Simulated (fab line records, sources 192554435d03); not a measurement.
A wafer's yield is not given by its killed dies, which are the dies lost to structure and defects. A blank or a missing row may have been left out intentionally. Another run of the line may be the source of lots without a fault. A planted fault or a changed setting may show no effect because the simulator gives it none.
Which tool was responsible? + flow n5-finfet + 27 wafers from 9 lots sampled at 5 of the route's 1938 steps

== WHAT THE GAUGES SHOWED, per wafer ==
N5_BEOL_M4_RC_MEAS_101.
| lot  | measured     | on        | DIBL_N (mV/V)  |
|------|--------------|-----------|----------------|
| L868 | day 7 19:43  | prober-02 | 40.0 36.8 42.1 |
| L871 | day 8 21:13  | prober-01 | 37.0 32.8 34.7 |
| L870 | day 8 21:56  | prober-02 | 33.6 32.9 37.0 |
| L877 | day 10 02:01 | prober-02 | 39.1 38.3 41.6 |
| L882 | day 11 02:22 | prober-01 | 38.6 37.7 35.2 |
| L881 | day 11 20:29 | prober-02 | 39.9 33.8 36.5 |
| L887 | day 12 10:40 | prober-02 | 39.6 41.1 36.8 |
| L888 | day 13 04:02 | prober-01 | 38.4 36.2 38.8 |
| L891 | day 13 13:46 | prober-02 | 38.2 37.2 34.7 |

== WHICH TOOL RAN EACH LOT (tool, then ch and the chambers of the sampled wafers, then the start) ==
| lot  | N5_BEOL_M1_ALD_98                 | N5_BEOL_M1_STRIP_97                           | N5_BEOL_M1_ALD_84                   | N5_BEOL_M1_SPUTTER_81        |
|------|-----------------------------------|-----------------------------------------------|-------------------------------------|------------------------------|
| L868 | ald-sin-03 ch 0,1, day 6 04:01    | rie-diel-05 ch 1,3, day 6 04:58 or earlier    | ald-metal-04 ch 0,1, day 6 04:58    | pvd-sputter-01, day 6 06:14  |
| L871 | ald-sin-03 ch 1,3, day 7 06:03    | rie-diel-03 ch 1,3, day 7 09:11 or earlier    | ald-metal-04 ch 2,3, day 7 09:11    | pvd-sputter-02, day 7 10:07  |
| L870 | ald-sin-02 ch 0,1,3, day 7 06:17  | rie-diel-03 ch 2,3, day 7 10:20 or earlier    | ald-metal-02 ch 0,2,3, day 7 10:20  | pvd-sputter-03, day 7 11:20  |
| L877 | ald-sin-02 ch 0,1, day 8 13:01    | rie-diel-05 ch 0,1, day 8 14:42 or earlier    | ald-metal-04 ch 2,3, day 8 14:42    | pvd-sputter-02, day 8 15:46  |
| L882 | ald-sin-02 ch 1,2,3, day 9 16:04  | rie-diel-03 ch 1,2, day 9 18:17 or earlier    | ald-metal-04 ch 2,3, day 9 18:17    | pvd-sputter-01, day 9 19:22  |
| L881 | ald-sin-02 ch 0,1, day 9 16:09    | rie-diel-01 ch 0,1, day 10 00:07 or earlier   | ald-metal-04 ch 0,3, day 10 00:07   | pvd-sputter-01, day 10 01:07 |
| L887 | ald-sin-04 ch 0,2,3, day 10 19:44 | rie-diel-03 ch 1,3, day 10 22:42 or earlier   | ald-metal-04 ch 1,2,3, day 10 22:42 | pvd-sputter-01, day 10 23:52 |
| L888 | ald-sin-02 ch 2,3, day 11 00:23   | rie-diel-05 ch 2,3, day 11 01:43 or earlier   | ald-metal-04 ch 0,2, day 11 01:43   | pvd-sputter-02, day 11 03:08 |
| L891 | ald-sin-02 ch 0,2,3, day 12 00:21 | rie-diel-01 ch 0,2,3, day 12 03:08 or earlier | ald-metal-02 ch 2,3, day 12 03:08   | pvd-sputter-01, day 12 04:07 |
- N5_BEOL_M1_ALD_98: deposits SiO2, target thk 2.5 nm, pulse time 1 s, co reactant pulse time 1 s.
- N5_BEOL_M1_STRIP_97: strips in N2/H2, time 10 s.
- N5_BEOL_M1_ALD_84: deposits TaN, pulse time 2 s, purge time 3 s, co reactant purge time 2 s.
- N5_BEOL_M1_SPUTTER_81: material Cu, target thk 4.5 nm, time 8.29 s.

== THE ANSWER, worked out from the rows above alone ==
Rule: the lots themselves supply what counts as usual. The widest of any qualifying gaps counts: lots, ordered by their means at a reading, are off when they make up no more than a third of the lots, leave a main group of 4 or more, and stand apart from it by 3 or more times the standard deviation of that group's means. If all means in a main group match to the digits the tables above print for the reading, that group is not used. A lot without any number at a reading at which 4 lots or more have one is off too. Where the step has rows for the other lots, those lots are counted as sound.
None of the lots is off at any reading shown; this tells nothing.

== WHAT THE SIMULATOR PUT IN ==
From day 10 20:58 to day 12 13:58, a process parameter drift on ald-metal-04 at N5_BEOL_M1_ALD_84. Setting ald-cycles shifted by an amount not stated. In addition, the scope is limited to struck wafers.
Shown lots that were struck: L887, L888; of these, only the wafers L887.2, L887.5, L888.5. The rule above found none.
